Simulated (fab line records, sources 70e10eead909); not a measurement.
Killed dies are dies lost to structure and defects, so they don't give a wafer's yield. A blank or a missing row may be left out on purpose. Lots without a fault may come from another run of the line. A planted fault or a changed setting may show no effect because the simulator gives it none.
A struck lot beside a sound one | flow nand_harc | 12 steps out of a route of 1159
Sound: wafers L407.1, L407.3, L407.4. Struck: wafers L401.2, L401.4, L401.5. The cause comes at the end.
At each step with rows: each side's tool, then ch and its chambers, then its first start. Under that, the readings that differ: sound wafers | struck wafers | difference of the means | sigmas: that difference in standard deviations of wafers without a fault.
alike: readings whose means differ by less than 2 such deviations, and words and numbers that are the same on both sides. not compared: withheld readings, readings that some wafer has no value for, bounds like >300 that may hide the same value, and numbers for which the record gives no deviation and whose values overlap.
The two part at a step that has a row with sigmas, a row that says differs or no value, or rows on one side only. Numbers that don't overlap but have no deviation are shown without sigmas and don't part them. A reading that every wafer of one side lacks parts them only if that side has two wafers or more.

first, 1 step without rows for these wafers: NHARC_A_CHANNEL_FILL_D1_ANNEAL_22 (time 7200 s).
NHARC_A_CHANNEL_FILL_D1_THK_MEAS_06: measures by ellipsometry.
  sound on film_metro-02, day 15 07:53; struck on film_metro-02, day 13 19:44
  alike: thk_nm
NHARC_A_CHANNEL_FILL_D1_ALD_25: deposits SiOx, target thk 60 nm, pulse time 10 s, ald cycles 600.
  sound on ald_hk-02 ch 1,2,3, day 15 08:43; struck on ald_hk-01 ch 1,2,3, day 13 20:25
  alike: heater_power_w, precursor_pulse_height_rel
NHARC_A_CHANNEL_FILL_D1_ETCHBACK_08: etches the open film in C4F8, target depth 220 nm, time 110 s.
  sound on rie_diel-09 ch 1,2,3; struck on rie_diel-09 ch 0,2,3
  alike: oes_product_au, rf_fwd_power_W, rf_vpp_V
  not compared: rf_hours_counter_h
NHARC_A_CHANNEL_FILL_D1_STRIP_29: strips in O2, time 20 s.
  sound on rie_diel-09 ch 0,1,3; struck on rie_diel-09 ch 1,2,3
  alike: drypump_motor_current_A, oes_product_au, rf_vpp_V, showerhead_plenum_p_Torr, throttle_valve_pct
  not compared: rf_hours_counter_h
then, 3 steps without rows for these wafers: NHARC_A_CHANNEL_FILL_D1_PRECLEAN_30 (cleans in dHF, time 30 s); NHARC_A_CHANNEL_FILL_D1_SRD_31; NHARC_A_CHANNEL_FILL_D1_CVD_09 (deposits poly-Si, target thk 150 nm, time 3000 s).
NHARC_A_CHANNEL_FILL_D1_CMP_10: polishes, target thk 150 nm.
  sound on cmp-04 ch 1,2,3, day 15 19:17; struck on cmp-04 ch 0,3, day 14 07:13
  alike: motor_current_A, slurry_filter_dp_kPa, time_to_endpoint_s
  not compared: pad_life_wafers
then, 1 step without rows for these wafers: NHARC_A_CHANNEL_FILL_D1_SRD_12.
NHARC_A_CHANNEL_FILL_D1_RTA_24: time 5 s.
  sound on rtp_anneal-01 ch 0, day 15 19:43; struck on rtp_anneal-01, day 14 07:39
  no value came back on the struck wafers for any of 5 readings (anneal_temp_c_max, lamp_power_pct (%) and others); on the sound wafers anneal_temp_c_max reads 1012.2 1007.2 1006.7
NHARC_A_CHANNEL_FILL_D1_INSPECT_13:
  sound on defect_inspect-01, day 15 19:55; struck on defect_inspect-02, day 14 07:49
  alike: raw_defect_count

WHERE THEY PART
Only at NHARC_A_CHANNEL_FILL_D1_RTA_24, within this record. Later steps at which nothing parts them and some readings are alike: NHARC_A_CHANNEL_FILL_D1_INSPECT_13.

WHY: what the simulator had put in
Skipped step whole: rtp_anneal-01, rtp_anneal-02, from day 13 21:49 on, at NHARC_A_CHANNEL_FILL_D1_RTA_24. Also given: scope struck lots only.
